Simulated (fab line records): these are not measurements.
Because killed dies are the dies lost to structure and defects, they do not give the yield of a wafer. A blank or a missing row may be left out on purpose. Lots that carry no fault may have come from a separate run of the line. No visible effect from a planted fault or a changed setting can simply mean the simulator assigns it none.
fab line records	flow n5_finfet
[record] lots = 24	wafers = 72	last_day = 17
route steps=1938 shown BEOL_M2@863 BEOL_M3@934
lots that met no fault: taken from a fault-free run of the same line
start_h: the number of hours between the record's first day and the start of the first shown wafer of the lot	wait_h: hours elapsed since this lot's preceding step	" identical to the entry in the row above	L1.1+2: one row covering several wafers at once	- either no value or no given start	* or withheld: withheld	< > ~ a bound
route shown NAME@n: a module of which the file shows steps, and the number in the route of the first	usual: the fault-free wafers' mean and standard deviation	same: alike in all rows	chamber/n: place in a boat	sites: each site's reading	_std_site: standard deviation across them	_edge_site: mean of outer sites minus mean of inner sites	radius_mm: for every site, how far away it sits from the centre of the wafer	mask NAME#n: copy n	behind: the most recent tool/chamber to have shaped the wafer	hold: why the lot was held/for how many hours/how that ended	device: the n, p or np transistor that did not switch	end of line: tests of these same wafers at the route's end	step lacking rows: just its recipe	killed: the dies lost at the first sort to structure and to defects; this is not the yield of the wafer	map: per-die view of a wafer (x killed, . not killed, _ where there is no die)
set.NAME: the run value of the setting; set.NAME@STEP: its run value at that earlier step	model.NAME: the simulator's own value behind a step, which no gauge read
route steps across a sampled set of lots; one table per step, one row per wafer
services: when a tool's chamber went out of use (start_h, in hours from the record's first day, below 0 if earlier), for how many hours, and the reason
[[steps]]
[step N5_BEOL_M2_STRIP_66]
[recipe] chemistry = CF4	resist = SiARC	power_w = 300	bias_power_w = 75	pressure_mtorr = 50	cf4_flow_sccm = 150	rf_frequency_hz = 6e+07
[usual] bias_power_w = 75.00/0.23	drypump_motor_current_A = 5.6/0.41	oes_product_au = 0.78/0.076	rf_vpp_V = 271.2/1.3	showerhead_plenum_p_Torr = 1.79/0.045	throttle_valve_pct = 13.6/0.31
lot.wafer	tool	chamber	start_h	wait_h	bias_power_w	drypump_motor_current_A	oes_product_au	rf_hours_counter_h	rf_vpp_V	showerhead_plenum_p_Torr	throttle_valve_pct
L074.2	rie_diel-01	3	131.58	0.0	75.12	5.2	0.85	34	269.2	1.74	13.4
L074.4	"	1	"	"	74.75	5.5	0.92	14	272.4	1.83	13.1
L074.5	"	2	"	"	75.01	5.8	0.71	-	270.3	1.78	14.0
L075.1	rie_diel-05	3	143.63	0.0	74.93	5.6	0.73	180	270.0	1.79	13.7
L075.3	"	2	"	"	75.15	6.2	0.70	212	272.7	1.83	13.7
L075.6	"	3	"	"	74.99	5.6	0.72	-	271.9	1.79	13.7
L077.2	rie_diel-01	2	150.43	0.0	74.65	5.8	0.70	218	271.8	1.78	14.0
L077.3	"	3	"	"	74.86	5.2	0.85	40	270.9	1.74	13.4
L077.6	"	1	"	"	74.78	5.6	0.88	-	272.3	1.83	13.2
L076.1	rie_diel-03	3	150.60	0.0	75.00	5.6	0.82	84	272.1	1.89	13.5
L076.2	"	0	"	"	74.80	5.5	0.68	237	269.6	1.70	13.5
L076.3	"	2	"	"	75.09	6.0	0.88	22	271.3	1.76	13.4
L078.2	rie_diel-03	0	156.88	0.0	74.79	5.5	0.68	240	270.2	1.70	13.6
L078.3	"	1	"	"	75.46	6.7	0.93	17	270.2	1.78	13.4
L078.5	"	2	"	"	75.18	5.9	0.87	-	271.8	1.76	13.4
L079.1	rie_diel-03	0	162.40	0.0	75.33	5.5	0.67	242	269.0	1.70	13.6
L079.4	"	1	"	"	74.99	6.7	0.92	18	269.6	1.78	13.4
L079.6	"	0	"	"	75.12	5.5	0.67	-	268.6	1.70	13.6
L081.2	rie_diel-05	2	174.60	0.0	74.79	6.2	0.69	224	273.1	1.82	13.8
L081.3	"	3	"	"	74.97	5.6	0.73	190	272.4	1.78	13.7
L081.4	"	1	"	"	74.45	5.5	0.73	197	270.9	1.79	14.1
L080.2	rie_diel-01	1	174.71	0.0	75.50	5.6	0.87	32	271.1	1.82	13.2
L080.3	"	2	"	"	74.86	5.8	0.69	226	269.1	1.77	14.1
L080.6	"	1	"	"	75.32	5.5	0.87	-	272.6	1.82	13.2
L082.1	rie_diel-05	0	177.05	0.0	75.23	5.5	0.81	66	273.6	1.88	13.1
L082.2	"	3	"	"	74.90	5.6	0.72	192	271.9	1.78	13.7
L082.4	"	2	"	"	74.46	6.2	0.69	225	272.0	1.82	13.8
L083.1	rie_diel-01	1	185.37	0.0	74.56	5.5	0.87	36	272.8	1.82	13.2
L083.3	"	0	"	"	74.96	5.0	0.81	74	270.6	1.76	13.3
L083.6	"	0	"	"	75.06	5.1	0.81	-	271.0	1.76	13.3
L084.1	rie_diel-05	3	195.84	0.0	74.75	5.6	0.72	198	271.1	1.78	13.7
L084.5	"	2	"	"	74.87	6.2	0.69	-	272.2	1.82	13.8
L084.6	"	3	"	"	74.82	5.6	0.71	-	271.1	1.78	13.7
L085.4	rie_diel-03	2	199.10	0.0	74.94	5.9	0.85	-	268.4	1.76	13.4
L085.5	"	3	"	"	75.09	5.6	0.81	-	272.3	1.88	13.6
L085.6	"	1	"	"	75.02	6.7	0.88	-	269.5	1.77	13.5
L087.2	rie_diel-05	3	218.61	0.0	75.04	5.6	0.71	205	270.8	1.78	13.7
L087.5	"	1	"	"	75.03	5.5	0.72	-	270.5	1.79	14.2
L087.6	"	2	"	"	75.08	6.1	0.68	-	272.4	1.82	13.8
L088.1	rie_diel-05	0	219.72	0.0	75.21	5.6	0.79	80	272.5	1.87	13.2
L088.2	"	1	"	"	74.98	5.5	0.71	211	271.9	1.79	14.1
L088.6	"	2	"	"	74.67	6.2	0.68	-	272.5	1.82	13.8
L086.1	rie_diel-05	3	219.99	0.0	75.22	5.5	0.71	206	270.0	1.78	13.7
L086.3	"	0	"	"	74.94	5.5	0.79	80	273.5	1.87	13.2
L086.4	"	1	"	"	74.84	5.5	0.72	211	272.0	1.79	14.1
L089.1	rie_diel-05	3	224.86	0.0	75.18	5.6	0.71	208	270.1	1.78	13.7
L089.3	"	0	"	"	74.98	5.5	0.80	82	273.1	1.87	13.2
L089.5	"	3	"	"	75.15	5.6	0.71	-	271.6	1.78	13.7
L090.3	rie_diel-05	1	225.83	0.0	74.80	5.5	0.72	213	270.5	1.79	14.2
L090.4	"	0	"	"	74.95	5.6	0.79	83	273.4	1.87	13.2
L090.6	"	2	"	"	75.03	6.2	0.68	-	273.0	1.82	13.8
L091.1	rie_diel-05	0	235.10	0.0	74.50	5.5	0.79	85	273.5	1.87	13.2
L091.3	"	3	"	"	75.28	5.6	0.70	211	270.6	1.78	13.7
L091.5	"	1	"	"	75.01	5.5	0.71	-	272.8	1.79	14.1
L092.1	rie_diel-01	1	242.28	0.0	74.89	5.5	0.84	54	272.3	1.82	13.2
L092.2	"	0	"	"	75.28	5.1	0.79	93	269.2	1.75	13.4
L092.6	"	1	"	"	75.06	5.5	0.84	-	271.3	1.82	13.2
L093.1	rie_diel-01	0	246.23	0.0	74.86	5.1	0.79	95	269.2	1.75	13.4
L093.3	"	1	"	"	74.99	5.5	0.84	57	271.0	1.82	13.2
L093.4	"	3	"	"	74.99	5.2	0.80	-	269.6	1.73	13.5
L094.1	rie_diel-01	1	255.71	0.0	74.89	5.5	0.83	62	271.4	1.82	13.2
L094.5	"	1	"	"	74.96	5.6	0.83	-	272.8	1.82	13.2
L094.6	"	3	"	"	74.91	5.2	0.80	-	270.0	1.73	13.5
L096.1	rie_diel-01	0	263.45	0.0	75.10	5.1	0.78	104	270.6	1.75	13.4
L096.2	"	1	"	"	75.03	5.6	0.83	66	270.8	1.82	13.2
L096.5	"	1	"	"	74.84	5.5	0.83	-	270.4	1.82	13.3
L095.2	rie_diel-01	1	267.63	0.0	74.78	5.6	0.83	67	270.3	1.81	13.3
L095.3	"	2	"	"	75.19	5.7	0.99	1	271.8	1.77	13.5
L095.5	"	2	"	"	74.80	5.8	0.99	-	272.4	1.77	13.5
L097.2	rie_diel-05	3	270.17	0.0	75.29	5.6	0.70	227	271.2	1.77	13.8
L097.3	"	0	"	"	74.89	5.5	0.77	101	274.4	1.87	13.2
L097.6	"	1	"	"	74.77	5.5	0.70	-	271.7	1.78	14.2
[step N5_BEOL_M2_STRIP_36]
[recipe] chemistry = N2/H2	power_w = 450	temp_c = 40	pressure_mtorr = 20	rf_frequency_hz = 6e+07	overash_fraction = 0.3	bias_power_w = 7	h2_frac = 0.5	n2_flow_sccm = 200	h2_flow_sccm = 200
[usual] bias_power_w = 6.999/0.021	drypump_motor_current_A = 5.7/0.45	oes_product_au = 0.82/0.083	rf_vpp_V = 59.3/1.4	showerhead_plenum_p_Torr = 2.53/0.081	throttle_valve_pct = 23.6/0.37
lot.wafer	tool	chamber	start_h	wait_h	bias_power_w	drypump_motor_current_A	oes_product_au	rf_hours_counter_h	rf_vpp_V	showerhead_plenum_p_Torr	throttle_valve_pct
L074.2	rie_diel-01	2	146.56	0.0	7.014	5.8	0.71	217	59.4	2.53	24.4
L074.4	"	0	"	"	6.972	5.1	0.85	60	60.5	2.47	23.1
L074.5	"	1	"	"	7.018	5.6	0.93	-	58.2	2.59	23.4
L075.1	rie_diel-03	0	146.61	0.0	7.009	5.5	0.67	236	59.2	2.40	23.7
L075.3	"	1	"	"	6.984	6.8	0.94	13	57.2	2.48	23.4
L075.6	"	2	"	"	6.973	5.9	0.91	-	59.0	2.48	23.5
L077.2	rie_diel-01	3	152.25	0.0	7.006	5.2	0.88	40	59.7	2.48	23.4
L077.3	"	0	"	"	7.005	5.1	0.85	62	57.8	2.47	23.1
L077.6	"	2	"	"	6.993	5.8	0.70	-	60.8	2.53	24.3
L076.1	rie_diel-01	1	152.61	0.0	7.029	5.6	0.93	25	62.5	2.59	23.4
L076.2	"	2	"	"	7.003	5.8	0.70	219	61.1	2.53	24.3
L076.3	"	3	"	"	7.008	5.2	0.88	40	58.2	2.48	23.5
L078.2	rie_diel-05	2	158.44	0.0	6.987	6.2	0.71	218	60.6	2.63	23.9
L078.3	"	0	"	"	7.007	5.6	0.82	60	58.7	2.67	23.1
L078.5	"	0	"	"	6.959	5.6	0.83	-	62.1	2.67	23.1
L079.1	rie_diel-01	1	164.26	0.0	7.025	5.6	0.92	29	60.4	2.59	23.4
L079.4	"	2	"	"	7.002	5.8	0.70	223	61.2	2.52	24.4
L079.6	"	2	"	"	7.020	5.8	0.71	-	58.4	2.52	24.4
L081.2	rie_diel-03	1	175.85	0.0	6.998	6.8	0.92	23	58.7	2.48	23.4
L081.3	"	2	"	"	7.002	5.9	0.88	31	57.6	2.47	23.5
L081.4	"	2	"	"	7.013	5.9	0.90	-	59.0	2.47	23.5
L080.2	rie_diel-01	2	175.92	0.0	6.970	5.8	0.69	227	59.2	2.52	24.4
L080.3	"	0	"	"	7.003	5.0	0.83	70	58.4	2.47	23.2
L080.6	"	3	"	"	6.985	5.2	0.86	-	59.9	2.47	23.5
L082.1	rie_diel-03	1	186.86	0.0	6.982	6.7	0.92	28	58.9	2.47	23.4
L082.2	"	3	"	"	7.000	5.7	0.83	99	61.8	2.68	23.8
L082.4	"	0	"	"	6.969	5.5	0.67	249	56.7	2.39	23.7
L083.1	rie_diel-01	0	191.25	0.0	6.996	5.1	0.83	76	59.5	2.46	23.1
L083.3	"	2	"	"	7.052	5.8	0.70	232	59.9	2.52	24.4
L083.6	"	2	"	"	7.050	5.8	0.69	-	59.7	2.52	24.4
L084.1	rie_diel-05	2	199.73	0.0	6.973	6.2	0.69	231	58.8	2.62	23.9
L084.5	"	1	"	"	7.021	5.5	0.73	-	58.6	2.51	23.9
L084.6	"	2	"	"	7.005	6.2	0.68	-	60.1	2.62	23.9
L085.4	rie_diel-03	3	205.21	0.0	7.008	5.6	0.81	-	59.8	2.68	23.8
L085.5	"	2	"	"	7.009	5.9	0.86	-	59.8	2.47	23.5
L085.6	"	1	"	"	6.992	6.7	0.90	-	58.4	2.47	23.4
L087.2	rie_diel-01	1	220.50	0.0	6.961	5.6	0.90	47	61.4	2.58	23.4
L087.5	"	1	"	"	6.995	5.6	0.90	-	58.2	2.58	23.4
L087.6	"	2	"	"	7.038	5.8	0.70	-	60.4	2.52	24.4
L088.1	rie_diel-01	2	225.01	0.0	7.007	5.8	0.68	244	56.7	2.52	24.4
L088.2	"	0	"	"	6.998	5.1	0.81	87	62.2	2.46	23.2
L088.6	"	3	"	"	6.995	5.2	0.83	-	56.8	2.47	23.5
L086.1	rie_diel-03	1	225.19	0.0	7.004	6.8	0.88	45	60.0	2.47	23.5
L086.3	"	3	"	"	7.002	5.7	0.82	116	59.4	2.67	23.9
L086.4	"	1	"	"	7.033	6.8	0.88	-	57.5	2.47	23.5
L089.1	rie_diel-01	3	229.82	0.0	7.014	5.2	0.84	69	60.2	2.46	23.5
L089.3	"	0	"	"	6.996	5.1	0.81	89	61.0	2.46	23.2
L089.5	"	3	"	"	7.012	5.2	0.84	-	62.8	2.46	23.5
L090.3	rie_diel-01	2	231.31	0.0	6.988	5.8	0.69	246	59.3	2.51	24.4
L090.4	"	1	"	"	6.985	5.6	0.88	50	58.9	2.58	23.4
L090.6	"	2	"	"	6.975	5.8	0.68	-	59.1	2.51	24.4
L091.1	rie_diel-01	0	237.97	0.0	6.936	5.1	0.83	91	57.1	2.46	23.2
L091.3	"	2	"	"	7.007	5.8	0.69	248	62.2	2.51	24.4
L091.5	"	1	"	"	6.980	5.6	0.88	-	60.9	2.58	23.4
L092.1	rie_diel-05	2	246.48	0.0	7.028	6.2	0.67	247	59.6	2.62	23.9
L092.2	"	3	"	"	7.003	5.6	0.70	215	59.8	2.51	23.9
L092.6	"	3	"	"	6.998	5.6	0.70	-	57.4	2.51	23.8
L093.1	rie_diel-03	1	249.68	0.0	7.012	6.7	0.87	53	58.0	2.46	23.5
L093.3	"	3	"	"	7.025	5.6	0.80	126	58.3	2.67	23.9
L093.4	"	0	"	"	6.980	5.5	0.97	9	57.8	2.71	23.3
L094.1	rie_diel-01	1	266.33	0.0	6.975	5.6	0.86	67	60.3	2.57	23.4
L094.5	"	3	"	"	7.038	5.2	0.82	-	57.1	2.46	23.6
L094.6	"	0	"	"	6.994	5.1	0.80	-	57.4	2.45	23.2
L096.1	rie_diel-03	3	268.95	0.0	7.002	5.6	0.79	133	60.4	2.66	23.9
L096.2	"	1	"	"	7.023	6.8	0.86	60	62.2	2.46	23.5
L096.5	"	1	"	"	7.012	6.8	0.87	-	61.5	2.46	23.5
L095.2	rie_diel-05	0	272.11	0.0	7.031	5.6	0.78	102	58.1	2.65	23.1
L095.3	"	1	"	"	6.996	5.5	0.71	232	59.9	2.50	23.9
L095.5	"	3	"	"	7.031	5.6	0.70	-	55.8	2.51	23.8
L097.2	rie_diel-03	2	272.20	0.0	7.002	5.9	0.83	72	59.7	2.46	23.5
L097.3	"	1	"	"	6.959	6.7	0.85	61	58.6	2.46	23.5
L097.6	"	3	"	"	6.987	5.6	0.80	-	59.3	2.66	23.9
[step N5_BEOL_M2_PRE_CLEAN_45]
[recipe] gas = H2/He	time_s = 30	temp_c = 250
[usual] heater_power_w = 352/28
lot.wafer	tool	chamber	start_h	wait_h	heater_power_w
L074.2	pvd_sputter-01	-	147.00	0.0	387
L074.4	"	-	"	"	336
L074.5	"	-	"	"	333
L075.1	pvd_sputter-03	-	147.13	0.0	386
L075.3	"	-	"	"	322
L075.6	"	-	"	"	317
L077.2	pvd_sputter-01	-	152.81	0.0	281
L077.3	"	-	"	"	334
L077.6	"	-	"	"	389
L076.1	pvd_sputter-02	-	153.04	0.0	337
L076.2	"	-	"	"	375
L076.3	"	-	"	"	374
L078.2	pvd_sputter-02	-	158.87	0.0	366
L078.3	"	-	"	"	370
L078.5	"	-	"	"	367
L079.1	pvd_sputter-03	-	165.05	0.0	378
L079.4	"	-	"	"	372
L079.6	"	-	"	"	376
L081.2	pvd_sputter-02	-	176.57	0.0	344
L081.3	"	-	"	"	391
L081.4	"	-	"	"	366
L080.2	pvd_sputter-02	-	176.65	0.0	342
L080.3	"	-	"	"	369
L080.6	"	-	"	"	370
L082.1	pvd_sputter-01	-	187.73	0.0	277
L082.2	"	-	"	"	338
L082.4	"	-	"	"	380
L083.1	pvd_sputter-01	-	192.11	0.0	342
L083.3	"	-	"	"	280
L083.6	"	-	"	"	342
L084.1	pvd_sputter-03	-	202.25	0.0	315
L084.5	"	-	"	"	367
L084.6	"	-	"	"	305
L085.4	pvd_sputter-03	-	205.95	0.0	310
L085.5	"	-	"	"	333
L085.6	"	-	"	"	370
L087.2	pvd_sputter-02	-	220.93	0.0	342
L087.5	"	-	"	"	340
L087.6	"	-	"	"	380
L088.1	pvd_sputter-03	-	225.57	0.0	382
L088.2	"	-	"	"	329
L088.6	"	-	"	"	381
L086.1	pvd_sputter-02	-	225.89	0.0	366
L086.3	"	-	"	"	365
L086.4	"	-	"	"	343
L089.1	pvd_sputter-02	-	230.25	0.0	380
L089.3	"	-	"	"	366
L089.5	"	-	"	"	378
L090.3	pvd_sputter-03	-	232.03	0.0	374
L090.4	"	-	"	"	327
L090.6	"	-	"	"	312
L091.1	pvd_sputter-03	-	238.75	0.0	311
L091.3	"	-	"	"	364
L091.5	"	-	"	"	335
L092.1	pvd_sputter-01	-	247.29	0.0	335
L092.2	"	-	"	"	282
L092.6	"	-	"	"	334
L093.1	pvd_sputter-03	-	250.45	0.0	380
L093.3	"	-	"	"	307
L093.4	"	-	"	"	332
L094.1	pvd_sputter-01	-	267.82	0.0	341
L094.5	"	-	"	"	381
L094.6	"	-	"	"	340
L096.1	pvd_sputter-02	-	270.12	0.0	376
L096.2	"	-	"	"	331
L096.5	"	-	"	"	379
L095.2	pvd_sputter-03	-	272.72	0.0	378
L095.3	"	-	"	"	358
L095.5	"	-	"	"	330
L097.2	pvd_sputter-03	-	272.80	0.0	369
L097.3	"	-	"	"	401
L097.6	"	-	"	"	365
[step N5_BEOL_M2_ANNEAL_89]
[recipe] temp_c = 400	time_s = 240	ambient = vacuum
[usual] heater_power_w = 884/67
lot.wafer	tool	chamber	start_h	wait_h	heater_power_w
L074.2	pvd_sputter-02	-	148.54	0.0	933
L074.4	"	-	"	"	853
L074.5	"	-	"	"	983
L075.1	pvd_sputter-01	-	148.67	0.0	732
L075.3	"	-	"	"	835
L075.6	"	-	"	"	832
L077.2	pvd_sputter-03	-	154.40	0.0	889
L077.3	"	-	"	"	947
L077.6	"	-	"	"	823
L076.1	pvd_sputter-01	-	154.55	0.0	683
L076.2	"	-	"	"	842
L076.3	"	-	"	"	940
L078.2	pvd_sputter-02	-	160.45	0.0	897
L078.3	"	-	"	"	917
L078.5	"	-	"	"	922
L079.1	pvd_sputter-03	-	166.57	0.0	892
L079.4	"	-	"	"	835
L079.6	"	-	"	"	883
L081.2	pvd_sputter-02	-	178.27	0.0	955
L081.3	"	-	"	"	933
L081.4	"	-	"	"	908
L080.2	pvd_sputter-01	-	178.66	0.0	939
L080.3	"	-	"	"	833
L080.6	"	-	"	"	975
L082.1	pvd_sputter-02	-	190.34	0.0	916
L082.2	"	-	"	"	965
L082.4	"	-	"	"	849
L083.1	pvd_sputter-01	-	193.75	0.0	820
L083.3	"	-	"	"	700
L083.6	"	-	"	"	958
L084.1	pvd_sputter-03	-	203.97	0.0	953
L084.5	"	-	"	"	800
L084.6	"	-	"	"	912
L085.4	pvd_sputter-02	-	207.82	0.0	931
L085.5	"	-	"	"	929
L085.6	"	-	"	"	894
L087.2	pvd_sputter-02	-	222.75	0.0	944
L087.5	"	-	"	"	948
L087.6	"	-	"	"	940
L088.1	pvd_sputter-03	-	227.15	0.0	833
L088.2	"	-	"	"	923
L088.6	"	-	"	"	956
L086.1	pvd_sputter-02	-	227.59	0.0	848
L086.3	"	-	"	"	925
L086.4	"	-	"	"	936
L089.1	pvd_sputter-02	-	232.59	0.0	840
L089.3	"	-	"	"	947
L089.5	"	-	"	"	941
L090.3	pvd_sputter-03	-	233.99	0.0	823
L090.4	"	-	"	"	916
L090.6	"	-	"	"	840
L091.1	pvd_sputter-02	-	240.32	0.0	941
L091.3	"	-	"	"	859
L091.5	"	-	"	"	907
L092.1	pvd_sputter-03	-	248.77	0.0	947
L092.2	"	-	"	"	870
L092.6	"	-	"	"	843
L093.1	pvd_sputter-03	-	252.01	0.0	843
L093.3	"	-	"	"	789
L093.4	"	-	"	"	924
L094.1	pvd_sputter-01	-	269.72	0.0	949
L094.5	"	-	"	"	827
L094.6	"	-	"	"	727
L096.1	pvd_sputter-02	-	271.82	0.0	967
L096.2	"	-	"	"	925
L096.5	"	-	"	"	933
L095.2	pvd_sputter-02	-	274.64	0.0	931
L095.3	"	-	"	"	937
L095.5	"	-	"	"	953
L097.2	pvd_sputter-03	-	276.20	0.0	947
L097.3	"	-	"	"	918
L097.6	"	-	"	"	779
[step N5_BEOL_M2_ANNEAL_93]
[recipe] temp_c = 400	time_s = 240	ambient = vacuum
[usual] heater_power_w = 884/69
lot.wafer	tool	chamber	start_h	wait_h	heater_power_w
L074.2	pvd_sputter-02	-	148.98	0.0	918
L074.4	"	-	"	"	855
L074.5	"	-	"	"	949
L075.1	pvd_sputter-01	-	149.11	0.0	704
L075.3	"	-	"	"	834
L075.6	"	-	"	"	818
L077.2	pvd_sputter-03	-	154.84	0.0	909
L077.3	"	-	"	"	908
L077.6	"	-	"	"	829
L076.1	pvd_sputter-01	-	154.99	0.0	692
L076.2	"	-	"	"	838
L076.3	"	-	"	"	933
L078.2	pvd_sputter-02	-	160.89	0.0	936
L078.3	"	-	"	"	937
L078.5	"	-	"	"	916
L079.1	pvd_sputter-03	-	167.01	0.0	929
L079.4	"	-	"	"	842
L079.6	"	-	"	"	925
L081.2	pvd_sputter-02	-	178.71	0.0	953
L081.3	"	-	"	"	940
L081.4	"	-	"	"	936
L080.2	pvd_sputter-01	-	179.10	0.0	949
L080.3	"	-	"	"	844
L080.6	"	-	"	"	975
L082.1	pvd_sputter-02	-	190.78	0.0	909
L082.2	"	-	"	"	935
L082.4	"	-	"	"	840
L083.1	pvd_sputter-01	-	194.19	0.0	847
L083.3	"	-	"	"	705
L083.6	"	-	"	"	936
L084.1	pvd_sputter-03	-	204.41	0.0	950
L084.5	"	-	"	"	763
L084.6	"	-	"	"	904
L085.4	pvd_sputter-02	-	208.26	0.0	930
L085.5	"	-	"	"	915
L085.6	"	-	"	"	865
L087.2	pvd_sputter-02	-	223.19	0.0	935
L087.5	"	-	"	"	945
L087.6	"	-	"	"	914
L088.1	pvd_sputter-03	-	227.59	0.0	806
L088.2	"	-	"	"	926
L088.6	"	-	"	"	950
L086.1	pvd_sputter-02	-	228.03	0.0	854
L086.3	"	-	"	"	945
L086.4	"	-	"	"	944
L089.1	pvd_sputter-02	-	233.03	0.0	845
L089.3	"	-	"	"	927
L089.5	"	-	"	"	920
L090.3	pvd_sputter-03	-	234.43	0.0	826
L090.4	"	-	"	"	930
L090.6	"	-	"	"	823
L091.1	pvd_sputter-02	-	240.76	0.0	903
L091.3	"	-	"	"	839
L091.5	"	-	"	"	934
L092.1	pvd_sputter-03	-	249.21	0.0	962
L092.2	"	-	"	"	914
L092.6	"	-	"	"	840
L093.1	pvd_sputter-03	-	252.45	0.0	824
L093.3	"	-	"	"	781
L093.4	"	-	"	"	941
L094.1	pvd_sputter-01	-	270.16	0.0	975
L094.5	"	-	"	"	839
L094.6	"	-	"	"	689
L096.1	pvd_sputter-02	-	272.26	0.0	951
L096.2	"	-	"	"	905
L096.5	"	-	"	"	919
L095.2	pvd_sputter-02	-	275.08	0.0	933
L095.3	"	-	"	"	895
L095.5	"	-	"	"	952
L097.2	pvd_sputter-03	-	276.64	0.0	944
L097.3	"	-	"	"	920
L097.6	"	-	"	"	781
[step N5_BEOL_M3_HM_DEP_02]
[recipe] material = TiN	target_thk_a = 200	temp_c = 25	chamber_pressure_pa = 0.49996
[usual] throttle_valve_pct = 30.1/1.4
lot.wafer	tool	chamber	start_h	wait_h	throttle_valve_pct
L074.2	pvd_sputter-01	-	151.83	1.3	28.3
L074.4	"	-	"	"	30.9
L074.5	"	-	"	"	28.6
L075.1	pvd_sputter-01	-	152.01	1.3	30.0
L075.3	"	-	"	"	28.7
L075.6	"	-	"	"	28.7
L077.2	pvd_sputter-03	-	158.42	1.8	31.3
L077.3	"	-	"	"	29.8
L077.6	"	-	"	"	29.6
L076.1	pvd_sputter-02	-	158.50	1.6	31.5
L076.2	"	-	"	"	30.3
L076.3	"	-	"	"	27.5
L078.2	pvd_sputter-01	-	163.46	1.0	30.7
L078.3	"	-	"	"	29.6
L078.5	"	-	"	"	28.5
L079.1	pvd_sputter-01	-	169.95	1.3	28.3
L079.4	"	-	"	"	29.9
L079.6	"	-	"	"	30.0
L081.2	pvd_sputter-03	-	180.85	0.5	28.8
L081.3	"	-	"	"	31.7
L081.4	"	-	"	"	30.1
L080.2	pvd_sputter-01	-	183.44	2.7	28.5
L080.3	"	-	"	"	30.7
L080.6	"	-	"	"	30.0
L082.1	pvd_sputter-02	-	192.58	0.2	31.5
L082.2	"	-	"	"	30.3
L082.4	"	-	"	"	31.9
L083.1	pvd_sputter-02	-	198.26	2.5	32.1
L083.3	"	-	"	"	27.8
L083.6	"	-	"	"	30.4
L084.1	pvd_sputter-03	-	206.27	0.3	31.8
L084.5	"	-	"	"	31.7
L084.6	"	-	"	"	30.0
L085.4	pvd_sputter-03	-	211.51	1.6	31.9
L085.5	"	-	"	"	31.9
L085.6	"	-	"	"	29.9
L087.2	pvd_sputter-02	-	225.43	0.6	31.6
L087.5	"	-	"	"	27.7
L087.6	"	-	"	"	30.1
L088.1	pvd_sputter-01	-	229.36	0.2	28.4
L088.2	"	-	"	"	28.4
L088.6	"	-	"	"	29.9
L086.1	pvd_sputter-01	-	229.74	0.1	31.0
L086.3	"	-	"	"	29.8
L086.4	"	-	"	"	28.5
L089.1	pvd_sputter-03	-	235.41	0.8	30.0
L089.3	"	-	"	"	28.8
L089.5	"	-	"	"	32.0
L090.3	pvd_sputter-03	-	238.35	2.3	31.9
L090.4	"	-	"	"	31.5
L090.6	"	-	"	"	31.5
L091.1	pvd_sputter-02	-	245.00	2.6	27.6
L091.3	"	-	"	"	30.3
L091.5	"	-	"	"	30.0
L092.1	pvd_sputter-03	-	250.91	0.1	31.7
L092.2	"	-	"	"	29.6
L092.6	"	-	"	"	29.7
L093.1	pvd_sputter-01	-	255.24	1.0	28.4
L093.3	"	-	"	"	31.1
L093.4	"	-	"	"	28.8
L094.1	pvd_sputter-01	-	272.40	0.6	29.9
L094.5	"	-	"	"	28.4
L094.6	"	-	"	"	29.8
L096.1	pvd_sputter-02	-	276.00	1.9	27.8
L096.2	"	-	"	"	31.5
L096.5	"	-	"	"	27.8
L095.2	pvd_sputter-03	-	277.08	0.4	31.6
L095.3	"	-	"	"	29.7
L095.5	"	-	"	"	29.2
L097.2	pvd_sputter-03	-	280.08	1.6	31.9
L097.3	"	-	"	"	29.2
L097.6	"	-	"	"	29.8
[[services]]
tool	chamber	start_h	hours	kind
rie_diel-05	0	122.16	10.0	repair
rie_diel-03	-	128.90	15.6	pm
pvd_sputter-03	-	139.16	3.7	repair
rie_diel-03	0	168.28	7.7	repair
rie_diel-01	-	178.16	0.7	repair
rie_diel-03	0	190.42	-	clean
rie_diel-03	0	190.42	-	consumable_replace:esc
rie_diel-03	0	190.42	-	consumable_replace:focus_ring
rie_diel-03	0	190.42	-	consumable_replace:showerhead
rie_diel-03	0	190.42	35.4	scheduled_down
rie_diel-03	0	190.42	35.4	vent_cycle
rie_diel-05	1	213.01	3.8	repair
rie_diel-05	2	241.53	4.6	repair
rie_diel-01	2	242.59	-	clean
rie_diel-01	2	242.59	-	consumable_replace:focus_ring
rie_diel-01	2	242.59	22.9	scheduled_down
rie_diel-01	2	242.59	22.9	vent_cycle
rie_diel-05	2	253.64	-	clean
rie_diel-05	2	253.64	-	consumable_replace:focus_ring
rie_diel-03	0	277.30	4.8	repair
[[key]]
fault none
